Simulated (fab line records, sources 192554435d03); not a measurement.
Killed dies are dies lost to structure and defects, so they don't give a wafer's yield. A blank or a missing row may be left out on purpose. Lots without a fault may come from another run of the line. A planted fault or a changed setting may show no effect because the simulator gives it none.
Chamber matching | flow n5_finfet | N5_BEOL_M5_PECVD_70 on pecvd-03: 3 sister chambers
The step deposits SiO2 from TEOS/O2, target thk 16 nm, time 18 s. 16 wafers are shown with their chamber, then 8 later ones without.

WAFERS WITH THEIR CHAMBER
wafer  | chamber | throttle_valve_pct (%) | heater_power_w (W) | showerhead_plenum_p_Torr (Torr)
L078.1 | 2       | 22.6                   | 890                | 8.81
L078.5 | 0       | 22.9                   | 704                | 8.85
L078.6 | 1       | 21.8                   | 808                | 8.81
L079.1 | 0       | 22.9                   | 716                | 8.85
L079.2 | 1       | 21.7                   | 726                | 8.81
L079.3 | 2       | 22.5                   | 865                | 8.82
L080.1 | 1       | 21.5                   | 752                | 8.81
L080.3 | 0       | 22.9                   | 734                | 8.84
L080.6 | 1       | 21.7                   | 739                | 8.78
L081.1 | 2       | 22.3                   | 949                | 8.83
L081.2 | 1       | 21.6                   | 736                | 8.76
L081.5 | 2       | 22.4                   | 924                | 8.81
L083.2 | 2       | 22.3                   | 940                | 8.81
L083.4 | 2       | 22.4                   | 931                | 8.83
L083.6 | 0       | 23.0                   | 774                | 8.82
L088.2 | 1       | 21.8                   | 765                | 8.79

SIGNATURES (means of the wafers above)
reading                  | chamber 0 | chamber 1 | chamber 2 | scatter within a chamber
throttle_valve_pct       | 22.925    | 21.683    | 22.417    | 0.105
heater_power_w           | 732.00    | 754.33    | 916.50    | 30.9
showerhead_plenum_p_Torr | 8.8400    | 8.7933    | 8.8183    | 0.0157
Rule: a wafer's distance from a chamber is the root of the sum, over the readings, of the square of ((its reading less the chamber's mean) divided by the reading's scatter). The wafer belongs to the nearest chamber; if the next one is less than 2 further off, it can't be placed. The scatter: the root of (the sum of the squares of (reading less its chamber's mean) over the shown wafers, divided by (wafers less chambers)).

WAFERS WITHOUT THEIR CHAMBER
wafer  | throttle_valve_pct (%) | heater_power_w (W) | showerhead_plenum_p_Torr (Torr)
L088.4 | 22.8                   | 729                | 8.85
L088.5 | 22.5                   | 847                | 8.82
L093.1 | 23.5                   | 745                | 8.85
L093.4 | 21.9                   | 693                | 8.81
L093.6 | 23.3                   | 755                | 8.81
L092.1 | 21.6                   | 812                | 8.79
L092.3 | 22.7                   | 785                | 8.80
L092.4 | 23.1                   | 661                | 8.85

WHICH CHAMBER EACH WENT THROUGH
wafer  | from the rows above     | in truth
L088.4 | 0                       | 0
L088.5 | 2                       | 2
L093.1 | 0                       | 0
L093.4 | 1                       | 1
L093.6 | 0                       | 0
L092.1 | 1                       | 1
L092.3 | can't be placed: 0 or 2 | 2
L092.4 | 0                       | 0
Placed correctly: 7 of 8. Can't be placed from these rows: 1 (the true chamber is among the candidates in 1). Placed wrongly: 0.
